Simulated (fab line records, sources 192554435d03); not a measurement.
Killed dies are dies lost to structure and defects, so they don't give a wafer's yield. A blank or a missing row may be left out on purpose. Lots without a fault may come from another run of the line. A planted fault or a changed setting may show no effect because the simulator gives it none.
A struck lot beside a sound one | flow n5_finfet | 16 steps out of a route of 1938
Sound: wafers L662.1, L662.4, L662.6. Struck: wafer L656.5. (L656.2 of the same lot was not struck and is left out.) The cause comes at the end.
At each step with rows: each side's tool, then ch and its chambers, then its first start. Under that, the readings that differ: sound wafers | struck wafers | difference of the means | sigmas: that difference in standard deviations of wafers without a fault.
alike: readings whose means differ by less than 2 such deviations, and words and numbers that are the same on both sides. not compared: withheld readings, readings that some wafer has no value for, bounds like >300 that may hide the same value, and numbers for which the record gives no deviation and whose values overlap.
The two part at a step that has a row with sigmas, a row that says differs or no value, or rows on one side only. Numbers that don't overlap but have no deviation are shown without sigmas and don't part them. A reading that every wafer of one side lacks parts them only if that side has two wafers or more.

N5_GATE_CUT_CD_MEAS_13: target cd 20 nm.
  sound on cd_sem-02 ch 0, day 9 07:13; struck on cd_sem-01 ch 0, day 7 19:15
  reading    | sound             | struck | difference | sigmas
  cd_nm (nm) | 19.62 19.34 19.80 | 20.15  | +0.56      | +2
N5_GATE_CUT_OVL_MEAS_14:
  sound on overlay-01 ch 0, day 9 07:15; struck on overlay-02 ch 0, day 7 19:17
  reading           | sound       | struck | difference | sigmas
  GATE_CUT_OVL (nm) | 0.7 0.9 0.7 | 2.1    | +1.3       | +2
N5_GATE_CUT_INSPECT_15: inspects for defects (brightfield).
  sound on defect_inspect-01, day 9 07:19; struck on defect_inspect-02, day 7 19:20
  reading          | sound     | struck | difference | sigmas
  raw_defect_count | 110 85 63 | 162    | +76        | +2
then, 1 step without rows for these wafers: N5_GATE_CUT_DESCUM_18 (chemistry O2, time 7 s).
N5_GATE_CUT_ETCH_28: etches underlayer in N2/H2, target depth 13 nm, time 10.4 s.
  sound on rie_diel-02 ch 2,3, day 9 07:23; struck on rie_diel-04 ch 0, day 7 19:25
  alike: drypump_motor_current_A, etch_rf_on_time_s, oes_product_au, rf_vpp_V, showerhead_plenum_p_Torr, throttle_valve_pct
  not compared: rf_hours_counter_h
then, 1 step without rows for these wafers: N5_GATE_CUT_ETCH_36 (etches SiARC in CF4, target depth 13 nm, time 21.7 s).
N5_GATE_CUT_ETCH_37: etches SOC in N2/H2, target depth 60 nm, overetch 12 nm, time 90 s.
  sound on rie_diel-02 ch 2,3, day 9 07:26; struck on rie_diel-04 ch 0, day 7 19:28
  alike: drypump_motor_current_A, oes_product_au, rf_vpp_V, showerhead_plenum_p_Torr, throttle_valve_pct
  not compared: rf_hours_counter_h
then, 2 steps without rows for these wafers: N5_GATE_CUT_STRIP_38 (strips in N2/H2); N5_GATE_CUT_STRIP_39 (strips in N2/H2).
N5_GATE_CUT_HM_OPEN_40: chemistry C4F6/O2, target SiO2, target depth 139 nm, time 85.1 s.
  sound on rie_diel-02 ch 2,3, day 9 07:31; struck on rie_diel-04 ch 0, day 7 19:33
  alike: drypump_motor_current_A, etch_rf_on_time_s, oes_product_au, rf_vpp_V, showerhead_plenum_p_Torr, throttle_valve_pct
  not compared: rf_hours_counter_h
N5_GATE_CUT_STRIP_41: strips in CF4.
  sound on rie_diel-02 ch 2,3, day 9 07:35; struck on rie_diel-04 ch 0, day 7 19:37
  alike: drypump_motor_current_A, oes_product_au, rf_vpp_V, showerhead_plenum_p_Torr, throttle_valve_pct
  not compared: rf_hours_counter_h
N5_GATE_CUT_STRIP_42: strips in O2.
  sound on rie_diel-02 ch 2,3, day 9 07:36; struck on rie_diel-04 ch 0, day 7 19:38
  alike: drypump_motor_current_A, oes_product_au, rf_vpp_V, showerhead_plenum_p_Torr, throttle_valve_pct
  not compared: rf_hours_counter_h
N5_GATE_CUT_ETCH_19: etches SiNx in CH3F/O2, target depth 53.7 nm, time 76.7 s.
  sound on rie_diel-02 ch 2,3, day 9 07:38; struck on rie_diel-04 ch 0, day 7 19:40
  reading               | sound          | struck | difference | sigmas
  etch_rf_on_time_s (s) | 76.6 76.3 75.8 | 101.9  | +25.7      | +21
  alike: drypump_motor_current_A, oes_product_au, rf_vpp_V, showerhead_plenum_p_Torr, throttle_valve_pct
  not compared: rf_hours_counter_h
then, 1 step without rows for these wafers: N5_GATE_CUT_CUT_ETCH_53 (etches W in SF6/Cl2, target depth 79.2 nm).
-- the record jumps here: 4 days lie between the struck wafers' starts before and after (it left off in module GATE_CUT and takes up again in module BEOL_M4, whose first step shown is number 1111 of the route) --
N5_BEOL_M4_RC_MEAS_101:
  sound on prober-01 ch 0, day 12 17:12; struck on prober-01 ch 0, day 11 10:16
  reading       | sound          | struck | difference | sigmas
  SS_P (mV/dec) | 73.7 73.0 73.7 | 72.0   | -1.5       | -2
  alike: DIBL_N, DIBL_P, IOFF_N, IOFF_P, ION_N, ION_P, SS_N, VT_N, VT_P
-- the record jumps here: 4 days lie between the struck wafers' starts before and after (it left off in module BEOL_M4 and takes up again in module PASSIVATION, whose first step shown is number 1936 of the route) --
N5_PASSIVATION_PROBE_49:
  the record has rows for the struck wafers here (prober-02, day 15 17:19) and none for the sound ones

WHERE THEY PART
First at N5_GATE_CUT_CD_MEAS_13; last, within this record, at N5_PASSIVATION_PROBE_49.

WHY: what the simulator had put in
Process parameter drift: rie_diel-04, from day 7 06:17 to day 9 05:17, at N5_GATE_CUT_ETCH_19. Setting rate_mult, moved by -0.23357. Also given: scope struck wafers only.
